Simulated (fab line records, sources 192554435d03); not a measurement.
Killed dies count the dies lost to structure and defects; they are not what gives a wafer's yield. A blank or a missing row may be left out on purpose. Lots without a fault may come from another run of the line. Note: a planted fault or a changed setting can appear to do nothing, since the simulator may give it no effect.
fab line records + flow n5-finfet
record
- lots=10
- wafers=28
- last-day=19
route steps=1938 shown HKMG_FIN@399 BEOL_M4@1111 PASSIVATION@1936
lots untouched by any fault: they come from a run of this same line in which no faults occurred
start-h: hours from the record's first day to the start of the lot's first wafer shown + wait-h: how many hours have passed since the lot's step before this one + " as in the row above + L1.1+2: several wafers, shown together as one row + - no value, or no start was given + * or withheld: withheld + < > ~ a bound
route shown NAME@n: names a module that has steps shown in the file, with the first one's number in the route + usual: mean and standard deviation over wafers with no fault + same: alike in all rows + chamber/n: place in a boat + sites: readings site by site + _std_site: how widely they spread, as a standard deviation + _edge_site: inner sites' mean taken away from outer sites' mean + radius-mm: how far each site lies from the wafer's centre + mask NAME#n: copy n + behind: the most recent tool/chamber to have shaped the wafer + hold: cause of the lot's hold/its duration in hours/its outcome + device: transistor that didn't switch, given as n, p or np + end of line: tests of these same wafers at the route's end + where a step has no rows: the recipe by itself + killed: dies that structure and defects cost at the first sort, which is not the same as the wafer's yield + map: shows each die of a wafer: x if killed, . if not, _ if none is there
set.NAME: the setting that was run; set.NAME@STEP: the one run at that earlier step + model.NAME: the simulator's own value behind a step, which no gauge read
one table for each step of the route and one row for each wafer, over a sample of lots
services: from which hour (start-h, from the record's first day; less than 0 if before it) a tool's chamber was out of use, for how many hours, and why
## steps
# step N5_HKMG_FIN_OVL_MEAS_50
# recipe
- points-per-wafer=44
# usual
- NDIPOLE_OVL=-0.3/0.73
| lot.wafer | tool       | chamber | start-h | wait-h | NDIPOLE_OVL[nm] |
|-----------|------------|---------|---------|--------|-----------------|
| L557.2    | overlay-02 | 0       | 82.65   | 0.0    | -0.6            |
| L557.5    | "          | 0       | "       | "      | -0.2            |
| L557.6    | "          | 0       | "       | "      | -1.4            |
| L558.4    | overlay-01 | 0       | 91.09   | 0.0    | -0.8            |
| L558.5    | "          | 0       | "       | "      | -1.0            |
| L558.6    | "          | 0       | "       | "      | -1.0            |
| L559.1    | overlay-01 | 0       | 98.17   | 0.0    | 1.1             |
| L559.3    | "          | 0       | "       | "      | -0.3            |
| L559.6    | "          | 0       | "       | "      | 0.2             |
| L560.4    | overlay-01 | 0       | 101.32  | 0.0    | -0.4            |
| L560.5    | "          | 0       | "       | "      | -0.4            |
| L560.6    | "          | 0       | "       | "      | -1.6            |
| L562.3    | overlay-01 | 0       | 106.52  | 0.0    | -0.1            |
| L562.4    | "          | 0       | "       | "      | 0.2             |
| L562.5    | "          | 0       | "       | "      | 0.6             |
| L574.2    | overlay-01 | 0       | 179.92  | 0.0    | -1.0            |
| L574.4    | "          | 0       | "       | "      | 0.2             |
| L574.6    | "          | 0       | "       | "      | -1.1            |
| L575.1    | overlay-01 | 0       | 185.92  | 0.0    | 0.6             |
| L575.5    | "          | 0       | "       | "      | 0.5             |
| L575.6    | "          | 0       | "       | "      | -0.4            |
| L576.2    | overlay-02 | 0       | 192.98  | 0.0    | -0.5            |
| L576.5    | "          | 0       | "       | "      | -1.4            |
| L578.1    | overlay-01 | 0       | 204.07  | 0.0    | 0.0             |
| L578.3    | "          | 0       | "       | "      | 0.2             |
| L578.5    | "          | 0       | "       | "      | 0.4             |
| L579.4    | overlay-02 | 0       | 210.54  | 0.0    | -0.6            |
| L579.5    | "          | 0       | "       | "      | -0.4            |
# step N5_HKMG_FIN_ALD_36
# recipe
- material=TiN
- target-thk-a=10
- temp-c=400
- ald-precursor-family=TiCl4
- ald-co-reactant=NH3
- pulse-time-s=1
- purge-time-s=3
- co-reactant-purge-time-s=2
- co-reactant-pulse-time-s=2
- ald-cycles=47
- pressure-torr=3
# usual
- chamber-pressure-Torr=3.001/0.0069
- heater-power-w=865/130
- precursor-pulse-height-rel=1.000/0.021
# same
- ald-cycles=47
| lot.wafer | tool         | chamber | start-h | wait-h | chamber-pressure-Torr | heater-power-w | precursor-pulse-height-rel |
|-----------|--------------|---------|---------|--------|-----------------------|----------------|----------------------------|
| L557.2    | ald-metal-02 | 0       | 84.89   | 0.0    | 3.011                 | 697            | 0.958                      |
| L557.5    | "            | 0       | "       | "      | 3.002                 | 694            | 0.982                      |
| L557.6    | "            | 3       | "       | "      | 2.998                 | 859            | 1.010                      |
| L558.4    | ald-metal-02 | 0       | 93.27   | 0.0    | 2.999                 | 693            | 1.014                      |
| L558.5    | "            | 2       | "       | "      | 2.999                 | 732            | 1.002                      |
| L558.6    | "            | 1       | "       | "      | 3.014                 | 829            | 1.022                      |
| L559.1    | ald-metal-02 | 3       | 100.36  | 0.0    | 2.997                 | 842            | 1.009                      |
| L559.3    | "            | 2       | "       | "      | 2.991                 | 719            | 1.040                      |
| L559.6    | "            | 1       | "       | "      | 3.004                 | 811            | 1.006                      |
| L560.4    | ald-metal-01 | 2       | 103.58  | 0.1    | 2.987                 | 1092           | 1.006                      |
| L560.5    | "            | 3       | "       | "      | 3.008                 | 945            | 0.961                      |
| L560.6    | "            | 2       | "       | "      | 2.991                 | 1102           | 0.989                      |
| L562.3    | ald-metal-03 | 2       | 108.84  | 0.1    | 3.011                 | 916            | 1.026                      |
| L562.4    | "            | 3       | "       | "      | 2.999                 | 769            | 1.025                      |
| L562.5    | "            | 2       | "       | "      | 2.995                 | 917            | 1.004                      |
| L574.2    | ald-metal-02 | 1       | 182.55  | 0.0    | 3.003                 | 821            | 1.016                      |
| L574.4    | "            | 0       | "       | "      | 2.998                 | 687            | 1.017                      |
| L574.6    | "            | 0       | "       | "      | 2.992                 | 702            | 1.050                      |
| L575.1    | ald-metal-02 | 0       | 188.14  | 0.0    | 3.003                 | 677            | 1.000                      |
| L575.5    | "            | 1       | "       | "      | 2.994                 | 839            | 0.964                      |
| L575.6    | "            | 2       | "       | "      | 2.998                 | 731            | 1.013                      |
| L576.2    | ald-metal-01 | 0       | 195.56  | 0.0    | 3.011                 | 947            | 1.011                      |
| L576.5    | "            | 1       | "       | "      | 3.004                 | 756            | 0.972                      |
| L578.1    | ald-metal-02 | 0       | 206.31  | 0.0    | 3.003                 | 701            | 0.956                      |
| L578.3    | "            | 1       | "       | "      | 3.000                 | 814            | 0.979                      |
| L578.5    | "            | 1       | "       | "      | 3.002                 | 807            | 0.992                      |
| L579.4    | ald-metal-01 | 2       | 212.74  | 0.0    | 2.996                 | 1129           | 0.996                      |
| L579.5    | "            | 1       | "       | "      | 3.000                 | 745            | 1.008                      |
# step N5_HKMG_FIN_PWFM_ALD_03
# recipe
- material=TiN
- target-thk-a=20
- temp-c=400
- ald-precursor-family=TiCl4
- ald-co-reactant=NH3
- pulse-time-s=1
- purge-time-s=3
- co-reactant-purge-time-s=2
- co-reactant-pulse-time-s=2
- ald-cycles=91
- pressure-torr=3
# usual
- ald-cycles=91/0
- chamber-pressure-Torr=3.000/0.0062
- heater-power-w=872/110
- precursor-pulse-height-rel=0.997/0.022
| lot.wafer | tool         | chamber | start-h | wait-h | ald-cycles | chamber-pressure-Torr | heater-power-w | precursor-pulse-height-rel |
|-----------|--------------|---------|---------|--------|------------|-----------------------|----------------|----------------------------|
| L557.2    | ald-metal-01 | 1       | 85.21   | 0.0    | 91         | 3.004                 | 751            | 1.011                      |
| L557.5    | "            | 2       | "       | "      | 91         | 3.006                 | 1103           | 0.990                      |
| L557.6    | "            | 1       | "       | "      | 91         | 3.006                 | 751            | 1.026                      |
| L558.4    | ald-metal-01 | 3       | 93.59   | 0.0    | 91         | 2.996                 | 930            | 1.028                      |
| L558.5    | "            | 2       | "       | "      | 91         | 2.999                 | 1081           | 0.973                      |
| L558.6    | "            | 1       | "       | "      | 91         | 3.007                 | 752            | 0.980                      |
| L559.1    | ald-metal-01 | 0       | 100.67  | 0.0    | 91         | 2.999                 | 946            | 1.007                      |
| L559.3    | "            | 2       | "       | "      | 91         | 3.014                 | 1095           | 1.024                      |
| L559.6    | "            | 3       | "       | "      | 91         | 3.002                 | 930            | 1.006                      |
| L560.4    | ald-metal-01 | 3       | 103.91  | 0.0    | 91         | 2.997                 | 930            | 1.011                      |
| L560.5    | "            | 1       | "       | "      | 91         | 2.995                 | 759            | 0.974                      |
| L560.6    | "            | 2       | "       | "      | 91         | 3.002                 | 1086           | 1.028                      |
| L562.3    | ald-metal-02 | 3       | 109.16  | 0.0    | 91         | 3.005                 | 842            | 1.002                      |
| L562.4    | "            | 1       | "       | "      | 91         | 3.007                 | 812            | 0.998                      |
| L562.5    | "            | 2       | "       | "      | 91         | 3.009                 | 734            | 1.008                      |
| L574.2    | ald-metal-03 | 2       | 182.87  | 0.0    | -          | -                     | -              | -                          |
| L574.4    | "            | 3       | "       | "      | -          | -                     | -              | -                          |
| L574.6    | "            | 0       | "       | "      | -          | -                     | -              | -                          |
| L575.1    | ald-metal-01 | 0       | 188.46  | 0.0    | -          | -                     | -              | -                          |
| L575.5    | "            | 1       | "       | "      | -          | -                     | -              | -                          |
| L575.6    | "            | 2       | "       | "      | -          | -                     | -              | -                          |
| L576.2    | ald-metal-02 | 3       | 195.87  | 0.0    | 91         | 3.000                 | 865            | 0.972                      |
| L576.5    | "            | 0       | "       | "      | 91         | 2.997                 | 689            | 0.967                      |
| L578.1    | ald-metal-01 | 3       | 206.63  | 0.0    | 91         | 3.006                 | 939            | 1.043                      |
| L578.3    | "            | 2       | "       | "      | 91         | 3.000                 | 1086           | 0.981                      |
| L578.5    | "            | 3       | "       | "      | 91         | 3.000                 | 918            | 0.978                      |
| L579.4    | ald-metal-01 | 2       | 213.06  | 0.0    | 91         | 3.013                 | 1109           | 1.004                      |
| L579.5    | "            | 3       | "       | "      | 91         | 2.993                 | 932            | 0.988                      |
# step N5_HKMG_FIN_OVL_MEAS_13
# recipe
- points-per-wafer=44
# usual
- NWFM_OVL=0.0/0.84
| lot.wafer | tool       | chamber | start-h | wait-h | NWFM_OVL[nm] |
|-----------|------------|---------|---------|--------|--------------|
| L557.2    | overlay-02 | 0       | 86.08   | 0.0    | 0.0          |
| L557.5    | "          | 0       | "       | "      | 0.0          |
| L557.6    | "          | 0       | "       | "      | 0.0          |
| L558.4    | overlay-02 | 0       | 94.46   | 0.0    | 1.9          |
| L558.5    | "          | 0       | "       | "      | 0.7          |
| L558.6    | "          | 0       | "       | "      | 1.9          |
| L559.1    | overlay-02 | 0       | 101.42  | 0.0    | -0.5         |
| L559.3    | "          | 0       | "       | "      | -0.6         |
| L559.6    | "          | 0       | "       | "      | -0.2         |
| L560.4    | overlay-01 | 0       | 104.65  | 0.0    | 0.4          |
| L560.5    | "          | 0       | "       | "      | -0.6         |
| L560.6    | "          | 0       | "       | "      | 0.7          |
| L562.3    | overlay-02 | 0       | 110.03  | 0.0    | -1.4         |
| L562.4    | "          | 0       | "       | "      | -1.6         |
| L562.5    | "          | 0       | "       | "      | 0.2          |
| L574.2    | overlay-01 | 0       | 183.62  | 0.0    | -1.4         |
| L574.4    | "          | 0       | "       | "      | -1.5         |
| L574.6    | "          | 0       | "       | "      | -1.8         |
| L575.1    | overlay-01 | 0       | 189.20  | 0.0    | 1.1          |
| L575.5    | "          | 0       | "       | "      | 1.0          |
| L575.6    | "          | 0       | "       | "      | 1.0          |
| L576.2    | overlay-02 | 0       | 196.74  | 0.0    | 0.6          |
| L576.5    | "          | 0       | "       | "      | -0.1         |
| L578.1    | overlay-02 | 0       | 207.50  | 0.0    | 0.1          |
| L578.3    | "          | 0       | "       | "      | -0.2         |
| L578.5    | "          | 0       | "       | "      | -0.8         |
| L579.4    | overlay-02 | 0       | 213.80  | 0.0    | -1.1         |
| L579.5    | "          | 0       | "       | "      | -0.2         |
# step N5_BEOL_M4_RC_MEAS_101
# usual
- DIBL_N=36.5/2.2
- DIBL_P=36.9/2.9
- IOFF_N=0.17/0.044
- IOFF_P=0.22/0.052
- IOFF_P_85C=3.8/0.76
- IOFF_P_LIN=0.103/0.019
- IOFF_P_LONG=0.000104/9.8e-06
- ION_N=671/16
- ION_P=461/10
- SS_N=71.6/0.73
- SS_P=73.5/0.79
- VT_N=250/4.1
- VT_P=-250/4.1
- VT_P_LONG=-275/3.1
- VT_P_LVT=-98/4
| lot.wafer | tool      | chamber | start-h | wait-h | DIBL_N[mV/V] | DIBL_P[mV/V] | IOFF_N[nA/um] | IOFF_P[nA/um] | IOFF_P_85C[nA/um] | IOFF_P_LIN[nA/um] | IOFF_P_LONG[nA/um] | ION_N[uA/um] | ION_P[uA/um] | SS_N[mV/dec] | SS_P[mV/dec] | VT_N[mV] | VT_P[mV] | VT_P_LONG[mV] | VT_P_LVT[mV] |
|-----------|-----------|---------|---------|--------|--------------|--------------|---------------|---------------|-------------------|-------------------|--------------------|--------------|--------------|--------------|--------------|----------|----------|---------------|--------------|
| L557.2    | prober-02 | 0       | 196.53  | 0.2    | 35.9         | 36.2         | 0.15          | 0.21          | 3.8               | 0.103             | 0.000116           | 666          | 459          | 70.7         | 73.0         | 249      | -249     | -274          | -98          |
| L557.5    | "         | 0       | "       | "      | 36.7         | 36.3         | 0.15          | 0.20          | 3.6               | 0.096             | 0.000113           | 656          | 453          | 71.3         | 73.7         | 250      | -252     | -275          | -99          |
| L557.6    | "         | 0       | "       | "      | 35.2         | 36.0         | 0.14          | 0.21          | 3.8               | 0.101             | 0.000107           | 664          | 461          | 71.9         | 73.2         | 253      | -248     | -274          | -98          |
| L558.4    | prober-01 | 0       | 203.46  | 0.5    | 34.2         | 34.5         | 0.11          | 0.18          | 3.1               | 0.084             | 0.000111           | 655          | 451          | 71.1         | 72.1         | 258      | -254     | -274          | -102         |
| L558.5    | "         | 0       | "       | "      | 37.0         | 38.1         | 0.16          | 0.22          | 3.7               | 0.097             | 0.0001             | 655          | 448          | 72.2         | 73.3         | 250      | -252     | -274          | -100         |
| L558.6    | "         | 0       | "       | "      | 35.7         | 37.1         | 0.13          | 0.21          | 3.6               | 0.096             | 0.000107           | 668          | 463          | 71.2         | 72.9         | 252      | -251     | -273          | -100         |
| L559.1    | prober-01 | 0       | 207.00  | 0.0    | 37.2         | 35.2         | 0.16          | 0.19          | 3.4               | 0.092             | 0.000104           | 653          | 439          | 72.2         | 72.8         | 253      | -253     | -275          | -101         |
| L559.3    | "         | 0       | "       | "      | 35.6         | 36.2         | 0.14          | 0.22          | 3.8               | 0.104             | 0.000115           | 658          | 462          | 71.2         | 72.7         | 254      | -250     | -275          | -98          |
| L559.6    | "         | 0       | "       | "      | 36.1         | 35.9         | 0.15          | 0.22          | 3.7               | 0.101             | 0.000107           | 670          | 457          | 71.4         | 73.2         | 253      | -251     | -276          | -99          |
| L560.4    | prober-02 | 0       | 209.55  | 0.5    | 35.4         | 33.8         | 0.14          | 0.16          | 2.8               | 0.080             | 0.000109           | 645          | 443          | 71.9         | 72.2         | 251      | -253     | -273          | -102         |
| L560.5    | "         | 0       | "       | "      | 36.6         | 36.8         | 0.15          | 0.21          | 3.6               | 0.099             | 0.000104           | 653          | 449          | 72.1         | 73.5         | 252      | -249     | -272          | -100         |
| L560.6    | "         | 0       | "       | "      | 31.5         | 31.6         | 0.09          | 0.14          | 2.5               | 0.074             | 9.9e-05            | 640          | 446          | 70.9         | 71.8         | 257      | -253     | -275          | -104         |
| L562.3    | prober-01 | 0       | 213.08  | 0.3    | 37.5         | 38.7         | 0.20          | 0.24          | 4.2               | 0.112             | 0.000107           | 692          | 466          | 72.0         | 74.6         | 246      | -251     | -275          | -97          |
| L562.4    | "         | 0       | "       | "      | 34.3         | 35.8         | 0.14          | 0.20          | 3.4               | 0.093             | 9.7e-05            | 654          | 450          | 71.6         | 73.7         | 253      | -252     | -275          | -100         |
| L562.5    | "         | 0       | "       | "      | 36.0         | 36.9         | 0.16          | 0.20          | 3.6               | 0.098             | 9.8e-05            | 671          | 457          | 72.1         | 73.9         | 251      | -249     | -274          | -99          |
| L575.1    | prober-02 | 0       | 296.85  | 0.0    | 38.8         | 40.5         | 0.21          | 0.00          | 0.2               | 0.002             | 4.1e-05            | 686          | 295          | 72.5         | 73.7         | 245      | -361     | -383          | -207         |
| L575.5    | "         | 0       | "       | "      | 34.6         | 34.3         | 0.13          | 0.00          | 0.1               | 0.002             | 4.4e-05            | 652          | 283          | 71.5         | 72.7         | 253      | -363     | -382          | -212         |
| L575.6    | "         | 0       | "       | "      | 36.5         | 37.3         | 0.18          | 0.00          | 0.1               | 0.002             | 4.7e-05            | 669          | 290          | 71.7         | 73.7         | 245      | -361     | -385          | -210         |
| L574.2    | prober-01 | 0       | 297.22  | 0.2    | 32.5         | 32.7         | 0.11          | 0.00          | 0.1               | 0.001             | 3.3e-05            | 658          | 292          | 69.8         | 71.9         | 252      | -364     | -386          | -213         |
| L574.4    | "         | 0       | "       | "      | 40.5         | 41.8         | 0.22          | 0.01          | 0.2               | 0.002             | 5.2e-05            | 677          | 299          | 72.3         | 75.3         | 247      | -358     | -385          | -208         |
| L574.6    | "         | 0       | "       | "      | 35.3         | 35.7         | 0.14          | 0.00          | 0.1               | 0.002             | 3.8e-05            | 657          | 291          | 70.3         | 73.5         | 251      | -363     | -389          | -213         |
| L576.2    | prober-02 | 0       | 315.73  | 0.2    | 35.1         | 34.2         | 0.16          | 0.24          | 4.2               | 0.122             | 0.000134           | 682          | 478          | 71.1         | 72.9         | 251      | -243     | -267          | -91          |
| L576.5    | "         | 0       | "       | "      | 40.6         | 41.2         | 0.31          | 0.38          | 6.1               | 0.163             | 0.000122           | 707          | 487          | 72.5         | 74.8         | 241      | -238     | -269          | -85          |
| L578.1    | prober-01 | 0       | 317.82  | 0.0    | 35.3         | 35.5         | 0.14          | 0.18          | 3.3               | 0.087             | 9.6e-05            | 666          | 461          | 70.9         | 73.1         | 250      | -252     | -277          | -100         |
| L578.3    | "         | 0       | "       | "      | 38.1         | 38.7         | 0.18          | 0.23          | 3.9               | 0.102             | 9.8e-05            | 674          | 463          | 71.7         | 74.3         | 247      | -249     | -274          | -97          |
| L578.5    | "         | 0       | "       | "      | 37.8         | 39.4         | 0.17          | 0.25          | 4.2               | 0.108             | 9.6e-05            | 668          | 461          | 71.4         | 74.4         | 248      | -252     | -275          | -96          |
| L579.4    | prober-01 | 0       | 340.80  | 0.5    | 40.2         | 42.9         | 0.23          | 0.29          | 4.9               | 0.128             | 9.7e-05            | 669          | 456          | 72.3         | 74.7         | 248      | -247     | -274          | -97          |
| L579.5    | "         | 0       | "       | "      | 42.3         | 44.0         | 0.28          | 0.33          | 5.3               | 0.139             | 9.7e-05            | 702          | 471          | 73.4         | 75.0         | 242      | -243     | -276          | -95          |
# step N5_PASSIVATION_PROBE_49
# usual
- defect-limited-yield=91.3/1.4
- killed_at_M0_to_M3=36/10
- killed_at_M4_up=13/5.4
- killed-at-contacts=12/5.3
- killed-at-front-end=39/10
- killed-at-other=3.2/2.7
- killed-dies=103/16
- killed-on-rim=13/4
- killed-open=68/13
- killed-short=33/6.6
- sort_bin_4_leakage=0.01/0.031
- sort_bin_5_function=5.1/0.92
- sort_bin_6_memory=3.3/0.68
- sort_bin_8_speed=0.1/0.41
- sort-n-pass=1077/17
- sort-yield-pct=91.2/1.4
# same
- gross-dies=1180
- killed-at-back-side=0
| lot.wafer | tool      | chamber | start-h | wait-h | defect-limited-yield[%] | killed_at_M0_to_M3 | killed_at_M4_up | killed-at-contacts | killed-at-front-end | killed-at-other | killed-dies | killed-on-rim | killed-open | killed-short | sort_bin_4_leakage[%] | sort_bin_5_function[%] | sort_bin_6_memory[%] | sort_bin_8_speed[%] | sort-n-pass | sort-yield-pct[%] |
|-----------|-----------|---------|---------|--------|-------------------------|--------------------|-----------------|--------------------|---------------------|-----------------|-------------|---------------|-------------|--------------|-----------------------|------------------------|----------------------|---------------------|-------------|-------------------|
| L557.2    | prober-02 | -       | 307.79  | 0.1    | 91.9                    | 34                 | 21              | 10                 | 29                  | 2               | 96          | 13            | 66          | 30           | 0                     | 4.2                    | 3.5                  | 0                   | 1084        | 91.9              |
| L557.5    | prober-02 | -       | 307.94  | 0.2    | 91.9                    | 33                 | 14              | 9                  | 38                  | 1               | 95          | 13            | 57          | 36           | 0                     | 4.5                    | 3.2                  | 0                   | 1085        | 91.9              |
| L557.6    | prober-02 | -       | 307.99  | 0.3    | 92.1                    | 29                 | 15              | 12                 | 28                  | 9               | 93          | 13            | 56          | 35           | 0                     | 5.1                    | 2.7                  | 0                   | 1087        | 92.1              |
| L560.4    | prober-01 | -       | 323.60  | 0.2    | 90.3                    | 36                 | 23              | 13                 | 41                  | 1               | 114         | 15            | 80          | 32           | 0                     | 6.2                    | 3.2                  | 0.2                 | 1064        | 90.2              |
| L560.5    | prober-01 | -       | 323.65  | 0.2    | 89.2                    | 62                 | 7               | 15                 | 42                  | 1               | 127         | 16            | 90          | 35           | 0                     | 6.9                    | 3.8                  | 0.1                 | 1052        | 89.2              |
| L560.6    | prober-01 | -       | 323.70  | 0.3    | 91.9                    | 46                 | 12              | 15                 | 21                  | 2               | 96          | 7             | 63          | 32           | 0                     | 4.7                    | 3.2                  | 0.8                 | 1074        | 91.0              |
| L575.1    | prober-02 | -       | 412.14  | 0.0    | 90.8                    | 45                 | 15              | 6                  | 40                  | 2               | 108         | 14            | 67          | 37           | 0                     | 5.8                    | 3.1                  | 90.8                | 0           | 0                 |
| L575.5    | prober-02 | -       | 412.34  | 0.2    | 90.8                    | 30                 | 10              | 16                 | 48                  | 4               | 108         | 18            | 70          | 38           | 0                     | 5.0                    | 3.6                  | 90.8                | 0           | 0                 |
| L575.6    | prober-02 | -       | 412.39  | 0.3    | 90.0                    | 34                 | 19              | 12                 | 48                  | 5               | 118         | 17            | 83          | 35           | 0                     | 5.5                    | 4.2                  | 90.0                | 0           | 0                 |
| L574.2    | prober-01 | -       | 417.00  | 0.1    | 91.5                    | 47                 | 1               | 10                 | 40                  | 2               | 100         | 11            | 75          | 21           | 0                     | 5.2                    | 3.2                  | 91.5                | 0           | 0                 |
| L574.4    | prober-01 | -       | 417.10  | 0.2    | 89.1                    | 60                 | 8               | 9                  | 46                  | 6               | 129         | 17            | 95          | 30           | 0                     | 6.2                    | 4.5                  | 89.1                | 0           | 0                 |
| L574.6    | prober-01 | -       | 417.20  | 0.3    | 88.6                    | 51                 | 11              | 19                 | 51                  | 2               | 134         | 22            | 95          | 32           | 0                     | 7.2                    | 3.6                  | 88.6                | 0           | 0                 |
# killed by level:class
L557.2 BEOL_M4:geometric-particle:open=15 MOL_CONTACT_COAG:geometric-particle:open=8 BEOL_M0:geometric-particle:open=7 BEOL_M0_SAQP:geometric-particle:short=5 BEOL_M0_SAQP:geometric-particle:open=5 BEOL_M2:geometric-particle:open=5 BEOL_M3:geometric-particle:open=5 FIN_SAQP:geometric-particle:open=4
L557.5 FIN_SAQP:geometric-particle:short=11 BEOL_M2:geometric-particle:open=9 STI_FIN_REVEAL:geometric-particle:open=8 MOL_CONTACT_COAG:geometric-particle:open=7 BEOL_M4:geometric-particle:open=7 BEOL_M0_SAQP:geometric-particle:short=5 BEOL_M0_SAQP:geometric-particle:open=5 BEOL_M1:geometric-particle:short=5
L557.6 MOL_CONTACT_COAG:geometric-particle:open=11 BEOL_M0_SAQP:geometric-particle:short=8 DUMMY_GATE:geometric-particle:open=7 BEOL_M2:geometric-particle:open=7 BEOL_M1:geometric-particle:open=6 FIN_SAQP:geometric-particle:open=4 GATE_CUT:geometric-particle:short=4 PAD_METAL:geometric-particle:short=4
L560.4 STI_FIN_REVEAL:geometric-particle:open=13 BEOL_M4:geometric-particle:open=13 MOL_CONTACT_COAG:geometric-particle:open=11 BEOL_M0_SAQP:geometric-particle:short=9 BEOL_M2:geometric-particle:open=8 STI_FIN_REVEAL:geometric-particle:short=6 GATE_CUT:geometric-particle:open=5 BEOL_M1:geometric-particle:open=5
L560.5 BEOL_M0_SAQP:geometric-particle:short=12 BEOL_M0:geometric-particle:open=11 MOL_CONTACT_COAG:geometric-particle:open=11 BEOL_M0_SAQP:geometric-particle:open=11 BEOL_M3:geometric-particle:open=9 BEOL_M1:geometric-particle:open=8 FIN_SAQP:geometric-particle:open=7 GATE_CUT:geometric-particle:open=6
L560.6 MOL_CONTACT_COAG:geometric-particle:open=12 BEOL_M0_SAQP:geometric-particle:open=11 BEOL_M0_SAQP:geometric-particle:short=11 BEOL_M3:geometric-particle:open=9 FIN_SAQP:geometric-particle:short=6 STI_FIN_REVEAL:geometric-particle:open=6 BEOL_M2:geometric-particle:open=4 BEOL_M5:geometric-particle:open=4
L575.1 BEOL_M1:geometric-particle:open=13 BEOL_M3:geometric-particle:open=13 FIN_SAQP:geometric-particle:short=9 FIN_SAQP:geometric-particle:open=9 BEOL_M4:geometric-particle:open=8 STI_FIN_REVEAL:geometric-particle:open=6 BEOL_M2:geometric-particle:short=5 BEOL_M0_SAQP:geometric-particle:short=4
L575.5 STI_FIN_REVEAL:geometric-particle:open=14 MOL_CONTACT_COAG:geometric-particle:open=14 BEOL_M1:geometric-particle:open=8 FIN_SAQP:geometric-particle:short=7 FIN_SAQP:geometric-particle:open=6 BEOL_M0_SAQP:geometric-particle:short=6 BEOL_M0_SAQP:geometric-particle:open=5 ILD0:geometric-particle:short=4
L575.6 STI_FIN_REVEAL:geometric-particle:open=14 FIN_SAQP:geometric-particle:short=12 MOL_CONTACT_COAG:geometric-particle:open=12 FIN_SAQP:geometric-particle:open=11 BEOL_M4:geometric-particle:open=11 BEOL_M0_SAQP:geometric-particle:open=7 BEOL_M1:geometric-particle:open=7 BEOL_M0_SAQP:geometric-particle:short=5
L574.2 BEOL_M3:geometric-particle:open=24 FIN_SAQP:geometric-particle:open=14 MOL_CONTACT_COAG:geometric-particle:open=9 FIN_SAQP:geometric-particle:short=5 DUMMY_GATE:geometric-particle:open=5 BEOL_M0_SAQP:geometric-particle:open=5 BEOL_M3:geometric-particle:short=5 BEOL_M0_SAQP:geometric-particle:short=4
L574.4 BEOL_M2:geometric-particle:open=21 FIN_SAQP:geometric-particle:open=18 BEOL_M3:geometric-particle:open=16 STI_FIN_REVEAL:geometric-particle:open=10 FIN_SAQP:geometric-particle:short=9 MOL_CONTACT_COAG:geometric-particle:open=7 BEOL_M0_SAQP:geometric-particle:short=5 BEOL_M0_SAQP:geometric-particle:open=5
L574.6 MOL_CONTACT_COAG:geometric-particle:open=17 FIN_SAQP:geometric-particle:open=15 STI_FIN_REVEAL:geometric-particle:open=12 BEOL_M2:geometric-particle:open=12 BEOL_M0_SAQP:geometric-particle:short=9 BEOL_M3:geometric-particle:open=8 BEOL_M0_SAQP:geometric-particle:open=6 HKMG_FIN:area-etch=6
## services
| tool         | chamber | start-h | hours | kind   |
|--------------|---------|---------|-------|--------|
| ald-metal-03 | 0       | 69.48   | 4.2   | repair |
| ald-metal-02 | -       | 136.53  | 2.8   | pm     |
| ald-metal-03 | 2       | 203.26  | 5.1   | repair |
## key
first-sign
- step=N5_HKMG_FIN_PWFM_ALD_03
- reading=tool-record
- direction=missing
effect
- step=N5_BEOL_M4_RC_MEAS_101
- reading=VT_P_LONG
- direction=down
- sigmas=36
- usual=-275
- struck=-385
effect
- step=N5_BEOL_M4_RC_MEAS_101
- reading=VT_P_LVT
- direction=down
- sigmas=28
- usual=-98
- struck=-211
effect
- step=N5_BEOL_M4_RC_MEAS_101
- reading=VT_P
- direction=down
- sigmas=27
- usual=-250
- struck=-362
effect
- step=N5_BEOL_M4_RC_MEAS_101
- reading=ION_P
- direction=down
- sigmas=16
- usual=461
- struck=292
effect
- step=N5_BEOL_M4_RC_MEAS_101
- reading=IOFF_P_LONG
- direction=down
- sigmas=6.3
- usual=0.000104
- struck=4.2e-05
effect
- step=N5_BEOL_M4_RC_MEAS_101
- reading=IOFF_P_LIN
- direction=down
- sigmas=5.4
- usual=0.103
- struck=0.002
effect
- step=N5_BEOL_M4_RC_MEAS_101
- reading=IOFF_P_85C
- direction=down
- sigmas=4.8
- usual=3.8
- struck=0.1
effect
- step=N5_BEOL_M4_RC_MEAS_101
- reading=IOFF_P
- direction=down
- sigmas=4.2
- usual=0.22
- struck=0.00
effect
- step=N5_PASSIVATION_PROBE_49
- reading=sort_bin_8_speed
- direction=up
- sigmas=99+
- usual=0.1
- struck=90.2
met-at N5_HKMG_FIN_PWFM_ALD_03
struck-lots L574,L575
not-acting-at N5_HKMG_FIN_OVL_MEAS_50,N5_HKMG_FIN_ALD_36,N5_HKMG_FIN_OVL_MEAS_13
onset-between 103.91 182.87
fault
- kind=skipped-step-whole
- tool=ald-metal-01,ald-metal-03
- chamber=-
- onset-h=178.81
- steps=N5_HKMG_FIN_PWFM_ALD_03
- scope=struck-lots-only
